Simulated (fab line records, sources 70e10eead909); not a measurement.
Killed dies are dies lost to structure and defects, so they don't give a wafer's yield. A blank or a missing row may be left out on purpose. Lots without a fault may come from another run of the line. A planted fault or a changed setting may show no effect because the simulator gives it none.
Chamber matching | flow nand_harc | NHARC_A_DECK1_JOINT_ETCHBACK_00 on rie_si-01: 4 sister chambers
The step etches the open film in HBr, target depth 30 nm, time 17.4 s. 8 wafers are shown with their chamber, then 11 later ones without.

WAFERS WITH THEIR CHAMBER
wafer  | chamber | drypump_motor_current_A (A) | throttle_valve_pct (%)
L078.2 | 0       | 5.4                         | 23.261
L082.1 | 0       | 5.3                         | 23.264
L083.4 | 3       | 4.7                         | 23.256
L083.5 | 3       | 4.7                         | 23.258
L087.3 | 2       | 6.1                         | 23.278
L087.4 | 1       | 6.4                         | 23.274
L087.6 | 1       | 6.4                         | 23.264
L088.3 | 2       | 6.1                         | 23.282

WAFERS WITHOUT THEIR CHAMBER
wafer  | drypump_motor_current_A (A) | throttle_valve_pct (%)
L088.4 | 4.7                         | 23.263
L088.6 | 6.4                         | 23.265
L090.2 | 5.4                         | 23.255
L090.3 | 4.7                         | 23.270
L090.5 | 6.4                         | 23.254
L093.4 | 5.4                         | 23.257
L093.5 | 4.8                         | 23.268
L093.6 | 5.4                         | 23.268
L094.1 | 6.1                         | 23.257
L094.2 | 5.4                         | 23.262
L094.4 | 6.5                         | 23.268

WHICH CHAMBER EACH WENT THROUGH
wafer  | from the rows above | in truth
L088.4 | 3                   | 3
L088.6 | 1                   | 1
L090.2 | 0                   | 0
L090.3 | 3                   | 3
L090.5 | 1                   | 1
L093.4 | 0                   | 0
L093.5 | 3                   | 3
L093.6 | 0                   | 0
L094.1 | 2                   | 2
L094.2 | 0                   | 0
L094.4 | 1                   | 1
Placed correctly: 11 of 11. Can't be placed from these rows: 0. Placed wrongly: 0.
How it was worked out, from the rows above alone: a wafer's distance from a chamber is the root of the sum, over the readings, of the square of ((its reading less the chamber's mean) divided by the reading's scatter). The wafer belongs to the nearest chamber; if the next one is less than 2 further off, it can't be placed. A chamber's mean is the mean of its shown wafers. The scatter: the root of (the sum of the squares of (reading less its chamber's mean) over the shown wafers, divided by (wafers less chambers)).
